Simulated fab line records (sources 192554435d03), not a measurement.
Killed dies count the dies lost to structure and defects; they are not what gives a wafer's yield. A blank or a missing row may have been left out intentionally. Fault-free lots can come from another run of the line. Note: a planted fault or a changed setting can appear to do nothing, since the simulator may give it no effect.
Split-lot study || flow n5_finfet || 7 lots, 21 wafers read, on a route of 1938 steps

== THE SPLIT ==
At N5_PASSIVATION_PECVD_00 (deposits SiO2 from SiH4/N2O, target thk 200 nm, time 11.2 s), the setting time_s was moved away from the recipe's 11.2 s on 6 of the 21 wafers read, by -13.6% to +13.8%. The other wafers ran this setting at the recipe's value.

The split's own step is where the reading is taken.

== THE READING ==
SiO2_of_PASSIVATION_PECVD_00.thk_nm (the simulator's own value, which no gauge read), in nm, at N5_PASSIVATION_PECVD_00 (deposits SiO2 from SiH4/N2O, target thk 200 nm, time 11.2 s). There is no usual value for it anywhere in the file. Across the 15 wafers here that went through the recipe, the average is 199.6 nm and the standard deviation 2.7 nm.

{"wafer": "L077.2", "tool, chamber at the split": "pecvd-01, 0", "time_s as run, s": 11.2, "against the recipe": "recipe", "SiO2_of_PASSIVATION_PECVD_00.thk_nm, nm": 197.8, "against lot-mates on the recipe": "-"}
{"wafer": "L077.3", "tool, chamber at the split": "pecvd-01, 2", "time_s as run, s": 11.2, "against the recipe": "recipe", "SiO2_of_PASSIVATION_PECVD_00.thk_nm, nm": 195.4, "against lot-mates on the recipe": "-"}
{"wafer": "L077.5", "tool, chamber at the split": "pecvd-01, 2", "time_s as run, s": 11.2, "against the recipe": "recipe", "SiO2_of_PASSIVATION_PECVD_00.thk_nm, nm": 198.8, "against lot-mates on the recipe": "-"}
{"wafer": "L080.2", "tool, chamber at the split": "pecvd-03, 1", "time_s as run, s": 11.2, "against the recipe": "recipe", "SiO2_of_PASSIVATION_PECVD_00.thk_nm, nm": 198, "against lot-mates on the recipe": "-"}
{"wafer": "L080.3", "tool, chamber at the split": "pecvd-03, 0", "time_s as run, s": 12.67, "against the recipe": "+13.1%", "SiO2_of_PASSIVATION_PECVD_00.thk_nm, nm": 224.8, "against lot-mates on the recipe": "+25.1"}
{"wafer": "L080.4", "tool, chamber at the split": "pecvd-03, 0", "time_s as run, s": 11.2, "against the recipe": "recipe", "SiO2_of_PASSIVATION_PECVD_00.thk_nm, nm": 201.4, "against lot-mates on the recipe": "-"}
{"wafer": "L078.2", "tool, chamber at the split": "pecvd-04, 1", "time_s as run, s": 11.2, "against the recipe": "recipe", "SiO2_of_PASSIVATION_PECVD_00.thk_nm, nm": 198.8, "against lot-mates on the recipe": "-"}
{"wafer": "L078.3", "tool, chamber at the split": "pecvd-04, 1", "time_s as run, s": 9.678, "against the recipe": "-13.6%", "SiO2_of_PASSIVATION_PECVD_00.thk_nm, nm": 173.8, "against lot-mates on the recipe": -25.0}
{"wafer": "L078.5", "tool, chamber at the split": "pecvd-04, 1", "time_s as run, s": 9.678, "against the recipe": "-13.6%", "SiO2_of_PASSIVATION_PECVD_00.thk_nm, nm": 175.2, "against lot-mates on the recipe": -23.6}
{"wafer": "L079.3", "tool, chamber at the split": "pecvd-03, 1", "time_s as run, s": 11.2, "against the recipe": "recipe", "SiO2_of_PASSIVATION_PECVD_00.thk_nm, nm": 197, "against lot-mates on the recipe": "-"}
{"wafer": "L079.4", "tool, chamber at the split": "pecvd-03, 0", "time_s as run, s": 11.2, "against the recipe": "recipe", "SiO2_of_PASSIVATION_PECVD_00.thk_nm, nm": 200.8, "against lot-mates on the recipe": "-"}
{"wafer": "L079.6", "tool, chamber at the split": "pecvd-03, 1", "time_s as run, s": 11.2, "against the recipe": "recipe", "SiO2_of_PASSIVATION_PECVD_00.thk_nm, nm": 202.6, "against lot-mates on the recipe": "-"}
{"wafer": "L086.1", "tool, chamber at the split": "pecvd-04, 2", "time_s as run, s": 11.2, "against the recipe": "recipe", "SiO2_of_PASSIVATION_PECVD_00.thk_nm, nm": 203, "against lot-mates on the recipe": "-"}
{"wafer": "L086.2", "tool, chamber at the split": "pecvd-04, 0", "time_s as run, s": 11.2, "against the recipe": "recipe", "SiO2_of_PASSIVATION_PECVD_00.thk_nm, nm": 202.6, "against lot-mates on the recipe": "-"}
{"wafer": "L086.3", "tool, chamber at the split": "pecvd-04, 1", "time_s as run, s": 11.2, "against the recipe": "recipe", "SiO2_of_PASSIVATION_PECVD_00.thk_nm, nm": 203.8, "against lot-mates on the recipe": "-"}
{"wafer": "L090.3", "tool, chamber at the split": "pecvd-01, 2", "time_s as run, s": 12.75, "against the recipe": "+13.8%", "SiO2_of_PASSIVATION_PECVD_00.thk_nm, nm": 230, "against lot-mates on the recipe": "+30.0"}
{"wafer": "L090.5", "tool, chamber at the split": "pecvd-01, 2", "time_s as run, s": 11.2, "against the recipe": "recipe", "SiO2_of_PASSIVATION_PECVD_00.thk_nm, nm": 200, "against lot-mates on the recipe": "-"}
{"wafer": "L090.6", "tool, chamber at the split": "pecvd-01, 0", "time_s as run, s": 12.75, "against the recipe": "+13.8%", "SiO2_of_PASSIVATION_PECVD_00.thk_nm, nm": 229, "against lot-mates on the recipe": "+29.0"}
{"wafer": "L091.1", "tool, chamber at the split": "pecvd-01, 2", "time_s as run, s": 10.1, "against the recipe": "-9.8%", "SiO2_of_PASSIVATION_PECVD_00.thk_nm, nm": 174.4, "against lot-mates on the recipe": -22.8}
{"wafer": "L091.4", "tool, chamber at the split": "pecvd-01, 2", "time_s as run, s": 11.2, "against the recipe": "recipe", "SiO2_of_PASSIVATION_PECVD_00.thk_nm, nm": 194.8, "against lot-mates on the recipe": "-"}
{"wafer": "L091.6", "tool, chamber at the split": "pecvd-01, 0", "time_s as run, s": 11.2, "against the recipe": "recipe", "SiO2_of_PASSIVATION_PECVD_00.thk_nm, nm": 199.6, "against lot-mates on the recipe": "-"}

FIT RESULTS
A straight line over all 21 wafers: SiO2_of_PASSIVATION_PECVD_00.thk_nm changes by +2.04 nm for each +1% of time_s; r = +0.98; the points scatter about the line by 2.9 nm.
The same after taking each lot's own level away (the mean of its wafers on the recipe; 21 wafers): +1.99 nm for each +1%; r = +0.99; scatter 2 nm.
On that fit, the largest move of time_s shifts the reading by 28 nm.
The span of the lots' own levels, 197.20 to 203.13 nm, comes to 2.2 times the standard deviation stated above.
Consequently the slope shifts little with the lot-to-lot level, the two slopes agreeing.
Check: +27.1 nm against its lot-mates is what the line predicts for one of the wafers moved furthest among these (+13.8%) when that wafer is left out of the fit. It came out at +30 nm against them.

== THESE WAFERS: OTHER SPLITS ==
Before the reading, these wafers also passed through other splits. Each is held against what the fit with the lots' levels taken away leaves over:
{"other split on the same wafers": "N5_BEOL_M15_EXPOSE_07 dose_mj", "wafers away from the commonest value": 7, "r with SiO2_of_PASSIVATION_PECVD_00.thk_nm (lot level and that fit taken away)": "+0.17"}

== THE FILE'S OWN FIT ==
SiO2_of_PASSIVATION_PECVD_00.thk_nm changes by +2 nm for each +1% of time_s, r = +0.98.
